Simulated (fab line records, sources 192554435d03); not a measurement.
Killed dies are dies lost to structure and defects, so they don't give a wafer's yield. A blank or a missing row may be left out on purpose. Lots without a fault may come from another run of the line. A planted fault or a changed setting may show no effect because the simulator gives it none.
Chamber matching | flow n5_finfet | N5_BEOL_M2_DESCUM_33 on rie_diel-03: 4 sister chambers
The step chemistry O2, time 7 s. 4 wafers are shown with their chamber, then 9 later ones without.

WAFERS WITH THEIR CHAMBER
wafer  | chamber | showerhead_plenum_p_Torr (Torr)
L084.6 | 3       | 2.08
L089.1 | 0       | 2.20
L089.2 | 2       | 2.05
L089.4 | 1       | 2.14

WAFERS WITHOUT THEIR CHAMBER
wafer  | showerhead_plenum_p_Torr (Torr)
L091.1 | 2.20
L091.2 | 2.14
L091.3 | 2.08
L093.2 | 2.05
L093.3 | 2.08
L093.4 | 2.14
L094.4 | 2.20
L094.5 | 2.20
L094.6 | 2.07

WHICH CHAMBER EACH WENT THROUGH
wafer  | from the rows above | in truth
L091.1 | 0                   | 0
L091.2 | 1                   | 1
L091.3 | 3                   | 3
L093.2 | 2                   | 2
L093.3 | 3                   | 3
L093.4 | 1                   | 1
L094.4 | 0                   | 0
L094.5 | 0                   | 0
L094.6 | 3                   | 3
Placed correctly: 9 of 9. Can't be placed from these rows: 0. Placed wrongly: 0.
How it was worked out, from the rows above alone: a wafer's distance from a chamber is the root of the sum, over the readings, of the square of ((its reading less the chamber's mean) divided by the reading's scatter). The wafer belongs to the nearest chamber; if the next one is less than 2 further off, it can't be placed. A chamber's mean is the mean of its shown wafers. The scatter: with one shown wafer a chamber, the root of the mean of the squares of how far each hidden wafer lies from its nearest shown one.
